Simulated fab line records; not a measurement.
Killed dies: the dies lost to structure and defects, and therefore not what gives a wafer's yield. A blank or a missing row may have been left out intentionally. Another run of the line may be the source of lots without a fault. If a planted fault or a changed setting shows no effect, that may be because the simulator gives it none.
Split-lot trial    flow n5_finfet    on a route of 1938 steps: 7 lots, 39 wafers read

THE SPLIT ITSELF
At N5_HKMG_FIN_DESCUM_53 (chemistry O2, time 7.9 s), the setting time_s was moved away from the recipe's 7.9 s on 15 of the 39 wafers read, by -57.1% to +18.5%. For the rest of the wafers, this setting stayed at what the recipe calls for.

No step appears in the file between the split and the reading.

THE READING
CAR-ArF_of_HKMG_FIN_COAT_43.thk_nm (the simulator's own value, which no gauge read), in nm, at N5_HKMG_FIN_ETCH_54 (etches SiARC in CF4, target depth 45.5 nm, time 75.8 s). No usual value for it is given in the file. Across the 24 wafers here that went through the recipe, the average is 51.0 nm and the standard deviation 0.3 nm.

wafer   tool, chamber at the split  time_s as run, s  against the recipe  CAR-ArF_of_HKMG_FIN_COAT_43.thk_nm, nm  against lot-mates on the recipe
L074.1  rie_diel-04, 1              7.9               recipe              50.8                                    -
L074.5  rie_diel-04, 1              7.9               recipe              51                                      -
L074.6  rie_diel-04, 0              7.9               recipe              51.2                                    -
L078.1  rie_diel-05, 3,1            5.881             -25.6%              52                                      +1.3
L078.5  rie_diel-05, 3,1            5.881             -25.6%              52                                      +1.3
L078.2  rie_diel-05, 0              5.881             -25.6%              51.8                                    +1.1
L078.3  rie_diel-05, 1,2,2          7.9               recipe              50.8                                    -
L078.4  rie_diel-05, 1,2,2          7.9               recipe              50.8                                    -
L078.6  rie_diel-05, 1,2,2          7.9               recipe              50.6                                    -
L079.1  rie_diel-02, 2              7.9               recipe              50.8                                    -
L079.5  rie_diel-02, 2              7.9               recipe              50.8                                    -
L079.2  rie_diel-02, 1,3,0,1        7.9               recipe              51.2                                    -
L079.3  rie_diel-02, 1,3,0,1        7.9               recipe              51.2                                    -
L079.4  rie_diel-02, 1,3,0,1        7.9               recipe              51.2                                    -
L079.6  rie_diel-02, 1,3,0,1        7.9               recipe              51.2                                    -
L081.1  rie_diel-05, 1,0            5.72              -27.6%              52.6                                    +1.3
L081.5  rie_diel-05, 1,0            5.72              -27.6%              52.6                                    +1.3
L081.2  rie_diel-05, 2,1            7.9               recipe              51.4                                    -
L081.6  rie_diel-05, 2,1            7.9               recipe              51.4                                    -
L081.3  rie_diel-05, 0              5.72              -27.6%              52.8                                    +1.5
L081.4  rie_diel-05, 2              7.9               recipe              51                                      -
L084.1  rie_diel-05, 2              3.387             -57.1%              54.2                                    +2.7
L084.5  rie_diel-05, 0,1            3.387             -57.1%              54.2                                    +2.7
L084.6  rie_diel-05, 0,1            3.387             -57.1%              54.2                                    +2.7
L084.2  rie_diel-05, 3,1            7.9               recipe              51.6                                    -
L084.3  rie_diel-05, 3,1            7.9               recipe              51.6                                    -
L084.4  rie_diel-05, 0              7.9               recipe              51.4                                    -
L094.1  rie_diel-04, 0              7.9               recipe              51                                      -
L094.2  rie_diel-04, 3              9.361             +18.5%              50.4                                    -0.5
L094.3  rie_diel-04, 2              9.361             +18.5%              50                                      -0.9
L094.4  rie_diel-04, 1              7.9               recipe              50.6                                    -
L094.5  rie_diel-04, 1              7.9               recipe              51.2                                    -
L094.6  rie_diel-04, 2              9.361             +18.5%              50.2                                    -0.7
L096.1  rie_diel-02, 1              9.23              +16.8%              50.2                                    -0.5
L096.2  rie_diel-02, 2              7.9               recipe              50.6                                    -
L096.3  rie_diel-02, 3,0            7.9               recipe              50.8                                    -
L096.6  rie_diel-02, 3,0            7.9               recipe              50.8                                    -
L096.4  rie_diel-02, 0,3            9.23              +16.8%              50.4                                    -0.3
L096.5  rie_diel-02, 0,3            9.23              +16.8%              50.4                                    -0.3
If several chambers appear in one row, that row covers several wafers at once and the file leaves open which wafer was in which chamber.

FIT RESULTS
A straight line over all 39 wafers: CAR-ArF_of_HKMG_FIN_COAT_43.thk_nm changes by -0.0517 nm for each +1% of time_s; r = -0.96; the points scatter about the line by 0.29 nm.
The same after taking each lot's own level away (the mean of its wafers on the recipe; 39 wafers): -0.0448 nm for each +1%; r = -0.98; scatter 0.18 nm.
According to that fit, moving time_s by its largest amount changes the reading by 2.6 nm.
Across the lots, their own levels run from 50.73 to 51.53 nm, a range of 2.7 times the standard deviation given above.
Hence the slope depends on the lot-to-lot level, as the two fits are not the same.
Check: with one of the wafers moved furthest among these (-57.1%) left out of the fit, the line predicts +2.6 nm for it against its lot-mates. Against them it came out at +2.67 nm.

FURTHER SPLITS ON THESE WAFERS
Note: prior to the reading, these wafers also went through further splits. Each is held against what the fit with the lots' levels taken away leaves over:
other split on the same wafers  wafers away from the commonest value  r with CAR-ArF_of_HKMG_FIN_COAT_43.thk_nm (lot level and that fit taken away)
N5_FIN_SAQP_HM_DEP_03 time_s    15                                    -0.04
N5_SPACER0_ALD_08 target_thk_a  15                                    +0.18

THE WHOLE CHAIN: every reading that the file lists as answering this split, in the file's order
step                   what it does                                            reading                                                                              change (the file's fit)                 r (the file's)
N5_HKMG_FIN_DESCUM_53  chemistry O2, time 7.9 s                                CAR-ArF_of_HKMG_FIN_COAT_43.thk_nm (the simulator's own value, which no gauge read)  -0.0472 nm for each +1% of the setting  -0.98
N5_HKMG_FIN_ETCH_54    etches SiARC in CF4, target depth 45.5 nm, time 75.8 s  CAR-ArF_of_HKMG_FIN_COAT_43.thk_nm (the simulator's own value, which no gauge read)  -0.0456 nm for each +1% of the setting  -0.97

FILE'S OWN FIT
CAR-ArF_of_HKMG_FIN_COAT_43.thk_nm changes by -0.0456 nm for each +1% of time_s, r = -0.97.
